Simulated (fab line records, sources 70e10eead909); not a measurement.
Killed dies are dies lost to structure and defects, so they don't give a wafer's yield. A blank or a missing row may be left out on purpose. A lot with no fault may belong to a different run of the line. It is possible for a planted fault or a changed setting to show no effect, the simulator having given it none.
Which of the tools did it?	flow nand_harc	12 lots, 36 wafers sampled, at 3 steps of a route of 1159

WHAT THE GAUGES SHOWED, per wafer
NHARC_A_M0_CD_MEAS_09 targets a cd of 80 nm.
lot	measured	on	cd_nm (nm)
L075	day 18 02:04	cd_sem-03	80.6 80.8 79.7
L076	day 18 06:24	cd_sem-02	80.2 80.1 79.3
L077	day 18 18:13	cd_sem-02	80.4 80.6 80.7
L078	day 19 03:41	cd_sem-02	80.0 80.6 80.0
L084	day 20 02:53	cd_sem-01	81.6 80.3 80.9
L085	day 20 07:47	cd_sem-02	80.0 79.7 79.6
L088	day 20 17:28	cd_sem-01	79.8 80.4 80.2
L089	day 21 13:52	cd_sem-01	80.4 79.8 80.8
L092	day 22 11:01	cd_sem-01	79.4 78.4 79.7
L091	day 22 11:32	cd_sem-03	79.8 80.0 79.8
L095	day 23 03:08	cd_sem-02	80.0 80.0 79.9
L097	day 23 15:19	cd_sem-02	80.1 79.8 79.6

WHAT TOOL EACH LOT RAN ON (gives the tool, then ch and the chambers of the sampled wafers, and finally the start)
lot	NHARC_A_CONTACT_CVD_19	NHARC_A_BLC_DEGAS_30
L075	cvd_w-02 ch 0,1, day 17 18:36 or earlier	pvd_sputter-02, day 17 18:36
L076	cvd_w-02 ch 0,1, day 18 04:07 or earlier	pvd_sputter-01, day 18 04:07
L077	cvd_w-02 ch 0,1, day 18 14:24 or earlier	pvd_sputter-01, day 18 14:24
L078	cvd_w-02 ch 0,1, day 18 19:16 or earlier	pvd_sputter-02, day 18 19:16
L084	cvd_w-02 ch 0,1, day 20 00:34 or earlier	pvd_sputter-02, day 20 00:34
L085	cvd_w-01 ch 0,1, day 20 05:26 or earlier	pvd_sputter-02, day 20 05:26
L088	cvd_w-02 ch 1, day 20 13:56 or earlier	pvd_sputter-01, day 20 13:56
L089	cvd_w-02 ch 0,1, day 21 03:03 or earlier	pvd_sputter-02, day 21 03:03
L092	cvd_w-01 ch 0,1, day 22 02:59 or earlier	pvd_sputter-03, day 22 02:59
L091	cvd_w-02 ch 0,1, day 22 05:35 or earlier	pvd_sputter-01, day 22 05:35
L095	cvd_w-02 ch 0,1, day 23 00:52 or earlier	pvd_sputter-01, day 23 00:52
L097	cvd_w-01 ch 0,1, day 23 09:13 or earlier	pvd_sputter-03, day 23 09:13
- NHARC_A_CONTACT_CVD_19: deposits W, target thk 300 nm, time 802 s.
- NHARC_A_BLC_DEGAS_30: time 60 s.

THE ANSWER, worked out from the rows above alone
Rule: the usual values come from the lots themselves. Put in order of their means at a reading, lots are off if they are a third of the lots or fewer, leave a main group of 4 or more, and stand apart from it by a gap of 3 or more times the standard deviation of the main group's means; of several such gaps the widest counts. The tables above print the reading to a certain number of digits; a main group whose means all agree to those digits is not used. Also off: a lot with no number at a reading for which 4 or more lots have one. All remaining lots with rows at the step are treated as sound.
Across all readings shown, no lot is off: no conclusion can be drawn from this.

WHAT THE SIMULATOR PUT IN
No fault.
